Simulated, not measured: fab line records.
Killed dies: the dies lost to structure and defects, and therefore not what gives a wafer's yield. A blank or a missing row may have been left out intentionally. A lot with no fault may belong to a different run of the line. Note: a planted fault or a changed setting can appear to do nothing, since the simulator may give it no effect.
A lot that was struck, set against a sound lot | flow n5-finfet | 14 out of 1938 route steps
Sound: these wafers, L939.1, L939.3, L939.4. Wafers struck: L943.1, L943.2, L943.4. The cause is named last.
At each step with rows: each side's tool, then ch and its chambers, then its first start. Under that, the readings that differ: sound wafers | struck wafers | difference of the means | sigmas: that difference in standard deviations of wafers without a fault.
alike: readings whose means differ by less than 2 such deviations, and words and numbers that are the same on both sides. not compared: withheld readings, readings that some wafer has no value for, bounds like >300 that may hide the same value, and numbers for which the record gives no deviation and whose values overlap.
A row with sigmas, a row that says differs or no value, or rows on one side alone: a step with any of these is where the two part. Numbers that have no deviation but don't overlap get no sigmas and don't part them. A reading that every wafer of one side lacks parts them only if that side has two wafers or more.

first, 7 steps without rows for these wafers: N5_BEOL_M8_COAT_71 (time 60 s, resist thk 5 nm); N5_BEOL_M8_COAT_22 (resist thk 30 nm); N5_BEOL_M8_EBR_24; N5_BEOL_M8_SOFTBAKE_23 (time 60 s); N5_BEOL_M8_EXPOSE_25 (exposes mask V7, target cd 40 nm); N5_BEOL_M8_PEB_26 (peb time 60 s); N5_BEOL_M8_DEVELOP_27 (develop time 30 s).
N5_BEOL_M8_CD_MEAS_28 targets a cd of 40 nm.
  sound on cd-sem-03 ch 0, day 11 04:07; struck on cd-sem-02 ch 0, day 12 14:11
  alike: cd-nm
N5_BEOL_M8_OVL_MEAS_29:
  sound on overlay-01 ch 0, day 11 04:09; struck on overlay-02 ch 0, day 12 14:13
  alike: V7_OVL
N5_BEOL_M8_INSPECT_30: inspects for defects (brightfield).
  sound on defect-inspect-01, day 11 04:13; struck on defect-inspect-02, day 12 14:17
  alike: raw-defect-count
N5_BEOL_M8_DESCUM_33: chemistry O2, time 7 s.
  sound on rie-diel-03 ch 0,2,3, day 11 04:15; struck on rie-diel-04 ch 0,1,2, day 12 14:19
  alike: drypump-motor-current-A, oes-product-au, rf-vpp-V, showerhead-plenum-p-Torr, throttle-valve-pct
  not compared: rf-hours-counter-h
N5_BEOL_M8_ETCH_72: etches underlayer in N2/H2, target depth 6.5 nm, time 5.2 s.
  sound on rie-diel-03 ch 0,2,3, day 11 04:17; struck on rie-diel-04 ch 0,1,2, day 12 14:21
  alike: drypump-motor-current-A, etch-rf-on-time-s, oes-product-au, rf-vpp-V, showerhead-plenum-p-Torr, throttle-valve-pct
  not compared: rf-hours-counter-h
N5_BEOL_M8_ETCH_65: etches SiARC in CF4, target depth 15.6 nm, time 26 s.
  sound on rie-diel-03 ch 0,2,3, day 11 04:18; struck on rie-diel-04 ch 0,1,2, day 12 14:22
  reading                | sound                | struck            | difference | sigmas
  cf4-flow-sccm (sccm)   | 100.01 100.21 100.20 | 69.72 70.03 69.78 | -30.30     | -99 or more
  etch-rf-on-time-s (s)  | 25.2 25.1 26.3       | 27.0 27.1 27.3    | +1.6       | +4
  throttle-valve-pct (%) | 15.40 15.38 15.57    | 14.14 14.39 14.07 | -1.25      | -8
  alike: drypump-motor-current-A, oes-product-au, rf-vpp-V, showerhead-plenum-p-Torr
  not compared: rf-hours-counter-h
N5_BEOL_M8_ETCH_66: etches SOC in N2/H2, target depth 80 nm, overetch 16 nm, time 120 s.
  sound on rie-diel-03 ch 0,2,3, day 11 04:20; struck on rie-diel-04 ch 0,1,2, day 12 14:23
  alike: drypump-motor-current-A, oes-product-au, rf-vpp-V, showerhead-plenum-p-Torr, throttle-valve-pct
  not compared: rf-hours-counter-h

WHERE THEY PART
N5_BEOL_M8_ETCH_65 only, going by this record. Later steps at which nothing parts them and some readings are alike: N5_BEOL_M8_ETCH_66.

WHY: the cause the simulator had injected
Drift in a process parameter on rie-diel-04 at N5_BEOL_M8_ETCH_65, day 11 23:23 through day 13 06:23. The setting cf4-flow-sccm was moved by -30, starting from 100. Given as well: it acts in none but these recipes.
